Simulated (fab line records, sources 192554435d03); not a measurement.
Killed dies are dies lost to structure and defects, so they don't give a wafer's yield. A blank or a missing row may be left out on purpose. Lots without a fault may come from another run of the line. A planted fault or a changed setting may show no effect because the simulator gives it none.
fab line records | flow n5_finfet
record lots=7 wafers=39
route steps=1938 shown FIN_SAQP@134 DUMMY_GATE@215 SPACER0@258
start_h: hours from the record's first day to the start of the lot's first wafer shown | wait_h: hours since the lot's step before | " the same as in the row above | L1.1+2: a row that stands for several wafers | - no value, or no start given | * or withheld: withheld | < > ~ a bound
route shown NAME@n: a module of which the file shows steps, and the number in the route of the first | usual: mean/standard deviation of fault-free wafers | same: alike in all rows | chamber/n: place in a boat | sites: the reading at each site | _std_site: their standard deviation | _edge_site: outer sites' mean less inner sites' | radius_mm: how far each site lies from the wafer's centre | mask NAME#n: copy n | behind: the tool/chamber that last shaped the wafer | hold: why the lot was held/for how many hours/how that ended | device: the transistor (n, p or np) that didn't switch | end of line: the same wafers' tests at the end of the route | a step without rows: its recipe alone | killed: dies lost to structure and defects at the first sort, not the wafer's yield | map: a wafer's dies, x killed, . not, _ none there
set.NAME: the setting as run; set.NAME@STEP: as run at that earlier step | model.NAME: the simulator's own value behind a step, which no gauge read
lots whose settings were changed on purpose; a table a step, a row a wafer
## steps
# step N5_FIN_SAQP_ETCH_69
# recipe chemistry=N2/H2 target=SOC target_depth_a=1500 stop_on=SiNx ion_energy_ev=100 bias_w=61 pressure_mtorr=30 source_w=850 n2_flow_sccm=200 h2_flow_sccm=200
# columns lot.wafer tool chamber start_h wait_h set.target_depth_a model.SOC_of_FIN_SAQP_COAT_68.thk_nm model.etch.depth_nm
L074.2 rie_diel-02 0 24.57 - 1500 4 55
L074.3 " 2 " " 1500 9.4 52.22
L074.4 " 3 " " 1500 6.2 54.08
L076.1+4+5 rie_diel-02 3,0,1 37.00 - 1692 0 55
L076.2 " 2 " " 1500 8.8 52.57
L076.3 " 1 " " 1500 8.4 52.75
L076.6 " 2 " " 1500 10 51.72
L079.1 rie_diel-05 1 54.69 - 1594 1 55
L079.2 " 2 " " 1500 2.4 55
L079.3 " 0 " " 1594 4.6 54.92
L079.4 " 3 " " 1500 8 53.02
L079.5 " 0 " " 1500 9.2 52.11
L079.6 " 1 " " 1594 0.8 55
L081.1 rie_diel-05 0 67.85 - 1320 20.4 45.82
L081.2 " 3 " " 1320 18.6 46.99
L081.3 " 2 " " 1500 2.8 55
L081.4 " 1 " " 1500 6.4 54.09
L081.5 " 0 " " 1320 20.4 45.81
L081.6 " 1 " " 1500 6.2 54.07
L084.1 rie_diel-02 2 87.53 - 1500 8 53.17
L084.2 " 0 " " 1500 3.6 55
L084.3 " 1 " " 1500 7.2 53.55
L084.4 " 2 " " 1500 9 52.42
L084.5 " 0 " " 1500 3.8 55
L084.6 " 1 " " 1500 8.2 52.87
L093.1 rie_diel-01 2 140.20 - 1500 5.8 54.51
L093.2+4 " 3 " " 1500 4.2 55
L093.3 " 0 " " 1500 5.4 54.69
L093.5+6 " 2,0 " " 1500 4.4 55
L095.1 rie_diel-01 1 150.89 - 1306 14.6 49.34
L095.2 " 0 " " 1500 5.8 54.56
L095.3 " 3 " " 1306 17 47.98
L095.4 " 2 " " 1306 18.2 47.6
L095.5 " 3 " " 1500 5.4 54.76
L095.6 " 2 " " 1500 6.4 54.38
# step N5_DUMMY_GATE_CVD_03
# recipe material=a-Si target_thk_a=1500 temp_c=530 precursor=SiH4 time_s=8042
# columns lot.wafer tool chamber start_h wait_h set.target_thk_a model.a-Si_of_DUMMY_GATE_CVD_03.thk_nm
L074.2 lpcvd-02 0/45 36.45 0.3 1500 147.4
L074.3 " 0/50 " " 1500 148
L074.4 " 0/54 " " 1500 147.8
L076.1 - - - 0.1 1500 150
L076.2 " - " " 1500 148.8
L076.3 " - " " 1500 149.2
L076.4+5 " - " " 1500 149.4
L076.6 " - " " 1500 150.6
L079.1 - - - 0.1 1500 152
L079.2 " - " " 1500 149.8
L079.3 " - " " 1500 150
L079.4 " - " " 1500 151.6
L079.5 " - " " 1500 151.4
L079.6 " - " " 1500 150.6
L081.1+6 - - - 0.1 1500 148.4
L081.2 " - " " 1500 148.2
L081.3+5 " - " " 1500 149
L081.4 " - " " 1500 150
L084.1 - - - 0.1 1500 149.6
L084.2+5 " - " " 1500 149.4
L084.3 " - " " 1500 148.8
L084.4 " - " " 1500 148.4
L084.6 " - " " 1500 149.8
L093.1+3 - - - 0.1 1290 129.4
L093.2 " - " " 1290 128
L093.4 " - " " 1290 128.2
L093.5 " - " " 1290 128.6
L093.6 " - " " 1290 129
L095.1 - - - 0.1 1616 161.2
L095.2 " - " " 1616 161.6
L095.3 " - " " 1616 161.4
L095.4 " - " " 1616 161
L095.5 " - " " 1616 159.6
L095.6 " - " " 1616 160.6
# step N5_DUMMY_GATE_ETCH_37
# recipe chemistry=N2/H2 target=SOC target_depth_a=600 overetch_a=300 temp_c=40 ion_energy_ev=200 pressure_mtorr=30 source_w=840 bias_w=150 n2_flow_sccm=200 h2_flow_sccm=200
# usual rf_vpp_V=523.2/2
# columns lot.wafer tool chamber start_h wait_h set.source_w rf_vpp_V
L074.2 rie_diel-04 1 45.16 0.0 840 523.4
L074.3 " 0 " " 840 524.2
L074.4 " 3 " " 840 522.9
L076.1 rie_diel-03 3 61.55 0.0 840 526.1
L076.2 " 2 " " 840 522.8
L076.3 " 1 " " 945 500.2
L076.4 " 0 " " 840 523.2
L076.5 " 1 " " 945 499.3
L076.6 " 0 " " 945 503.4
L079.1 rie_diel-06 0 75.69 0.0 982.7 496.5
L079.2 " 1 " " 982.7 498.5
L079.3 " 3 " " 840 525.6
L079.4 " 2 " " 982.7 496.8
L079.5 " 1 " " 840 524.1
L079.6 " 0 " " 840 521.6
L081.1 rie_diel-06 2 92.48 0.0 708.4 553.7
L081.2 " 3 " " 840 524.7
L081.3 " 0 " " 840 523.0
L081.4 " 1 " " 840 524.3
L081.5 " 0 " " 708.4 552.9
L081.6 " 3 " " 708.4 556.5
L084.1 rie_diel-04 3 112.36 0.0 763.9 538.6
L084.2 " 0 " " 763.9 540.2
L084.3 " 1 " " 763.9 540.8
L084.4 " 2 " " 840 521.4
L084.5 " 2 " " 840 518.9
L084.6 " 1 " " 840 523.8
L093.1 rie_diel-03 1 161.66 0.0 901.1 516.0
L093.2 " 0 " " 901.1 511.3
L093.3 " 3 " " 901.1 512.3
L093.4 " 0 " " 840 523.3
L093.5 " 3 " " 840 526.1
L093.6 " 1 " " 840 529.1
L095.1 rie_diel-03 0 172.71 0.0 840 524.3
L095.2 " 3 " " 840 524.1
L095.3 " 1 " " 760.2 544.8
L095.4 " 1 " " 840 529.3
L095.5 " 3 " " 760.2 541.3
L095.6 " 0 " " 760.2 539.1
# step N5_DUMMY_GATE_ETCH_42
# recipe chemistry=CHF3/O2 target=SiO2 target_depth_a=35 time_s=31 ion_energy_ev=30 bias_w=12 pressure_mtorr=30 source_w=600 Ar_flow_sccm=200 CHF3_flow_sccm=50 O2_flow_sccm=5
# usual rf_vpp_V=42.4/1.2
# columns lot.wafer tool chamber start_h wait_h set.bias_w rf_vpp_V
L074.2 rie_diel-06 2 46.21 0.0 12 42.9
L074.3 " 3 " " 12 42.3
L074.4 " 1 " " 12 44.1
L076.1 rie_diel-04 1 62.33 0.0 13.34 45.3
L076.2 " 2 " " 13.34 44.4
L076.3 " 3 " " 13.34 45.8
L076.4 " 0 " " 12 42.2
L076.5 " 1 " " 12 42.3
L076.6 " 2 " " 12 41.2
L079.1 rie_diel-04 3 76.46 0.0 11.06 39.4
L079.2 " 2 " " 12 41.4
L079.3 " 1 " " 12 42.1
L079.4 " 0 " " 11.06 38.5
L079.5 " 0 " " 11.06 40.1
L079.6 " 3 " " 12 41.5
L081.1 rie_diel-04 0 93.36 0.1 12 41.4
L081.2 " 1 " " 12 42.3
L081.3 " 3 " " 12 40.6
L081.4 " 2 " " 12 41.6
L081.5 " 0 " " 12 41.6
L081.6 " 3 " " 12 41.9
L084.1 rie_diel-04 2 113.14 0.0 10.48 36.1
L084.2 " 3 " " 12 40.7
L084.3 " 1 " " 12 42.1
L084.4 " 0 " " 12 41.4
L084.5 " 0 " " 10.48 37.5
L084.6 " 1 " " 10.48 38.7
L093.1 rie_diel-04 1 162.47 0.0 12 43.3
L093.2 " 2 " " 12 40.9
L093.3 " 3 " " 12 41.4
L093.4 " 0 " " 12 40.8
L093.5 " 2 " " 12 41.2
L093.6 " 1 " " 12 41.8
L095.1 rie_diel-03 0 173.48 0.0 12 43.4
L095.2 " 3 " " 11.15 41.3
L095.3 " 1 " " 12 44.7
L095.4 " 3 " " 11.15 39.9
L095.5 " 1 " " 11.15 42.4
L095.6 " 0 " " 12 44.6
# step N5_SPACER0_ALD_07
# recipe material=SiNx target_thk_a=20 temp_c=400 ald_precursor_family=SiH2I2 ald_co_reactant=N2/H2-plasma pressure_torr=2
# columns lot.wafer tool chamber start_h wait_h set.target_thk_a model.SiNx_of_SPACER0_ALD_07.thk_nm
L074.2+3+4 ald_sin-04 3,1,0 46.53 0.1 20 2
L076.1 ald_sin-02 3 63.69 1.1 19.04 1.8
L076.2+5+6 " 2,0,1 " " 20 2
L076.3+4 " 0,1 " " 19.04 2
L079.1+5 ald_sin-02 3 76.73 0.0 16.81 1.6
L079.2 " 0 " " 16.81 1.8
L079.3+4+6 " 2,1,2 " " 20 2
L081.1+3+4 ald_sin-02 1,0,3 94.50 0.9 20 2
L081.2+5+6 " 2,1,2 " " 23.01 2.2
L084.1+2+6 ald_sin-02 2,3,0 114.43 1.1 22.52 2.2
L084.3+4+5 " 1,0,3 " " 20 2
L093.1+2 ald_sin-03 3,1 163.75 1.0 16.99 1.8
L093.3+4+6 " 2,0,1 " " 20 2
L093.5 " 0 " " 16.99 1.6
L095.1+5+6 ald_sin-03 0,2,3 175.15 1.4 20 2
L095.2+3+4 " 3,1,2 " " 21.82 2.2
## key
split step=N5_FIN_SAQP_ETCH_69 setting=target_depth_a stated=1500 by=wafer
response step=N5_FIN_SAQP_ETCH_69 reading=model.SOC_of_FIN_SAQP_COAT_68.thk_nm change=-0.891 per=1% r=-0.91
response step=N5_FIN_SAQP_ETCH_69 reading=model.etch.depth_nm change=+0.434 per=1% r=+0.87
split step=N5_DUMMY_GATE_CVD_03 setting=target_thk_a stated=1500 by=lot
response step=N5_DUMMY_GATE_CVD_03 reading=model.a-Si_of_DUMMY_GATE_CVD_03.thk_nm change=+1.48 per=1% r=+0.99
split step=N5_DUMMY_GATE_ETCH_37 setting=source_w stated=840 by=wafer
response step=N5_DUMMY_GATE_ETCH_37 reading=rf_vpp_V change=-1.78 per=1% r=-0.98
split step=N5_DUMMY_GATE_ETCH_42 setting=bias_w stated=12 by=wafer
response step=N5_DUMMY_GATE_ETCH_42 reading=rf_vpp_V change=+0.319 per=1% r=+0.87
split step=N5_SPACER0_ALD_07 setting=target_thk_a stated=20 by=wafer
response step=N5_SPACER0_ALD_07 reading=model.SiNx_of_SPACER0_ALD_07.thk_nm change=+0.0175 per=1% r=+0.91
